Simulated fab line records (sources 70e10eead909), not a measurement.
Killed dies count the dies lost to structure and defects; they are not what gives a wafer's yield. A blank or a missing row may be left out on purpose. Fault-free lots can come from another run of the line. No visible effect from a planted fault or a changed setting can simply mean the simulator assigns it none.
Comparing a struck lot with a sound one ; flow nand_harc ; 38 out of 1302 route steps
Sound: wafers L383.1, L383.2, L383.4. Struck: wafer L384.2 (left out: L384.1, a lot-mate that was not struck); the cause follows at the end.
For every step that has rows: the tool of each side, followed by ch and its chambers, followed by its first start. Under that, the readings that differ: sound wafers ; struck wafers ; difference of the means ; sigmas: that difference in standard deviations of wafers without a fault.
alike: readings with means less than 2 such deviations apart, plus words and numbers identical on both sides. not compared: withheld readings, readings lacking a value on some wafer, bounds such as >300 that could conceal the same value, and numbers that have no deviation in the record and whose values overlap.
Wherever a step has rows on one side only, a row that says differs or no value, or a row with sigmas, the two part there. Numbers that don't overlap but have no deviation are shown without sigmas and don't part them. A reading that every wafer of one side lacks parts them only if that side has two wafers or more.

first, 10 steps without rows for these wafers: NHARC_A_CHANNEL_HOLE_D2_DEP_00 (deposits aC, target thk 3100 nm); NHARC_A_CHANNEL_HOLE_D2_DEP_01 (deposits SiON, target thk 140 nm); NHARC_A_CHANNEL_HOLE_D2_DEHYDRATE_02 (time 120 s); NHARC_A_CHANNEL_HOLE_D2_HMDS_03 (time 30 s); NHARC_A_CHANNEL_HOLE_D2_COAT_36 (time 75 s); NHARC_A_CHANNEL_HOLE_D2_COAT_37 (time 65 s); NHARC_A_CHANNEL_HOLE_D2_COAT_04 (resist thk 90 nm); NHARC_A_CHANNEL_HOLE_D2_SOFTBAKE_05 (time 55 s); NHARC_A_CHANNEL_HOLE_D2_EBR_06; NHARC_A_CHANNEL_HOLE_D2_EXPOSE_07 (exposes mask HOLE D2, target cd 100 nm).
NHARC_A_CHANNEL_HOLE_D2_PEB_08: peb time 65 s.
  sound on litho_track-01 ch 0, day 18 00:25; struck on litho_track-01 ch 0, day 18 22:33
reading;sound;struck;difference;sigmas
heater_power_total_W (W);156.2 156.6 157.2;189.1;+32.4;+79
  alike: resist_line_temp_C
then, 1 step without rows for these wafers: NHARC_A_CHANNEL_HOLE_D2_DEVELOP_09 (develop time 35 s).
NHARC_A_CHANNEL_HOLE_D2_CD_MEAS_10: target cd 100 nm.
  sound on cd_sem-01 ch 0, day 18 00:30; struck on cd_sem-02 ch 0, day 18 22:38
reading;sound;struck;difference;sigmas
cd_nm (nm);99.9 100.3 100.1;88.6;-11.5;-23
NHARC_A_CHANNEL_HOLE_D2_DESCUM_15: chemistry O2, time 3 s.
  sound on rie_diel-12 ch 0,1,3, day 18 00:41; struck on rie_diel-08 ch 0, day 18 22:50
reading;sound;struck;difference;sigmas
rf_hours_counter_h (h);6.5 5.9 6.3;2.3;-3.9;
model.A_CHANNEL_HOLE_D2.cd_nm (nm);99.83 99.17 99.99;88.98;-10.68;
  alike: drypump_motor_current_A, oes_product_au, rf_vpp_V, showerhead_plenum_p_Torr, throttle_valve_pct
then, 16 steps without rows for these wafers: NHARC_A_CHANNEL_HOLE_D2_ETCH_38 (etches the open film in CF4, target depth 39 nm, time 65 s); NHARC_A_CHANNEL_HOLE_D2_ETCH_39 (etches the open film in N2/H2, target depth 260 nm, time 325 s); NHARC_A_CHANNEL_HOLE_D2_ETCH_34 (etches the open film in CF4/CHF3, target depth 154 nm, time 77 s); NHARC_A_CHANNEL_HOLE_D2_ETCH_16 (etches the open film in O2/COS, target depth 3100 nm, time 806 s); NHARC_A_CHANNEL_HOLE_D2_ETCH_19 (etches the open film in C4F8/O2/Ar, time 34.5 s); NHARC_A_CHANNEL_HOLE_D2_ETCH_20 (etches the open film in C4F8/O2/Ar, time 361.9 s, target depth 1600 nm); NHARC_A_CHANNEL_HOLE_D2_ETCH_21 (etches the open film in C4F8/O2/Ar, time 514.3 s, target depth 1600 nm); NHARC_A_CHANNEL_HOLE_D2_ETCH_22 (etches the open film in C4F8/O2/Ar, time 666.7 s, target depth 1600 nm); NHARC_A_CHANNEL_HOLE_D2_ETCH_23 (etches the open film in C4F8/O2/Ar, time 819 s, target depth 1600 nm); NHARC_A_CHANNEL_HOLE_D2_ETCH_24 (etches the open film in C4F8/O2/Ar, time 906.2 s, target depth 1500 nm); NHARC_A_CHANNEL_HOLE_D2_ETCH_25 (etches the open film in C4F8/O2/Ar, time 1040.2 s, target depth 1500 nm); NHARC_A_CHANNEL_HOLE_D2_ETCH_26 (etches the open film in C4F8/O2/Ar, time 224.1 s, target depth 300 nm); NHARC_A_CHANNEL_HOLE_D2_ETCH_27 (etches the open film in C4F8/O2/Ar, time 90 s, target depth 400 nm); NHARC_A_CHANNEL_HOLE_D2_STRIP_41 (strips in N2/H2); NHARC_A_CHANNEL_HOLE_D2_STRIP_42 (strips in CF4/CHF3); NHARC_A_CHANNEL_HOLE_D2_STRIP_43 (strips in O2/COS).
NHARC_A_CHANNEL_HOLE_D2_ETCH_44: etches the open film in CF4/O2, target depth 140 nm, overetch 14 nm, time 77 s.
  sound on rie_diel-05 ch 0,1,3, day 18 09:13; struck on rie_diel-05 ch 0, day 19 10:10
reading;sound;struck;difference;sigmas
rf_hours_counter_h (h);0 0 0;1;+1;
model.A_CHANNEL_HOLE_D2.cd_nm (nm);90.03 90.78 91.16;78.82;-11.84;
  alike: drypump_motor_current_A, oes_product_au, rf_vpp_V, showerhead_plenum_p_Torr, throttle_valve_pct
then, 3 steps without rows for these wafers: NHARC_A_CHANNEL_HOLE_D2_STRIP_28 (strips in O2); NHARC_A_CHANNEL_HOLE_D2_PRECLEAN_29 (cleans in SC1); NHARC_A_CHANNEL_HOLE_D2_SRD_30.
NHARC_A_CHANNEL_HOLE_D2_CD_MEAS_31:
  sound on cd_sem-03, day 18 10:01; struck on cd_sem-02, day 19 11:00
reading;sound;struck;difference;sigmas
cd_nm (nm);89.5 90.3 91.1;78.3;-12.0;-9
NHARC_A_CHANNEL_HOLE_D2_XSEM_32:
  sound on xsem-02 ch 0, day 18 10:06; struck on xsem-02 ch 0, day 19 11:06
reading;sound;struck;difference;sigmas
bot_cd_nm (nm);74.4 74.8 75.9;62.1;-12.9;-9
  alike: bow_nm, tilt_deg
-- record jumps: 11 days between struck wafers' starts before vs after; left off in module A_CHANNEL_HOLE_D2, resumes in module END, first step shown is number 1301 of the route --
NHARC_END_WLT_00:
  sound on prober-02, day 29 16:29; struck on prober-02, day 30 16:56
reading;sound;struck;difference;sigmas
VT_DECK1_MEDIAN_NEAR_BOTTOM_INNER;0.871 0.865 0.867;0.886;+0.018;+2
VT_DECK2_BOTTOM;0.863 0.877 0.878;0.832;-0.041;-5
VT_DECK2_BOTTOM_INNER;0.871 0.868 0.883;0.832;-0.042;-5
VT_DECK2_MEDIAN_NEAR_BOTTOM;0.869 0.874 0.884;0.834;-0.042;-5
VT_DECK2_MEDIAN_NEAR_BOTTOM_INNER;0.863 0.869 0.874;0.831;-0.038;-5
VT_DECK2_MIDDLE;0.878 0.887 0.882;0.843;-0.039;-5
VT_DECK2_MIDDLE_INNER;0.887 0.887 0.882;0.841;-0.044;-5
VT_DECK2_TOP;0.890 0.894 0.901;0.863;-0.032;-4
VT_DECK2_TOP_INNER;0.891 0.897 0.890;0.859;-0.034;-4
  alike: VT_DECK1_BOTTOM, VT_DECK1_BOTTOM_INNER, VT_DECK1_MEDIAN_NEAR_BOTTOM, VT_DECK1_MIDDLE, VT_DECK1_MIDDLE_INNER, VT_DECK1_TOP, VT_DECK1_TOP_INNER
NHARC_END_SORT_01:
  sound on prober-02 ch 0, day 29 19:29; struck on prober-02 ch 0, day 30 20:46
  alike: killed_at_array, killed_at_other, killed_at_periphery, killed_dies, killed_open, killed_short

## WHERE THEY PART
At NHARC_A_CHANNEL_HOLE_D2_PEB_08 first; at NHARC_END_WLT_00 last (within this record only). Later steps at which nothing parts them and some readings are alike: NHARC_END_SORT_01.

WHY: what had been put in by the simulator
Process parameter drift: litho_track-01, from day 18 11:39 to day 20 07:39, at NHARC_A_CHANNEL_HOLE_D2_PEB_08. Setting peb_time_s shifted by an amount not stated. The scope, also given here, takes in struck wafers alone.
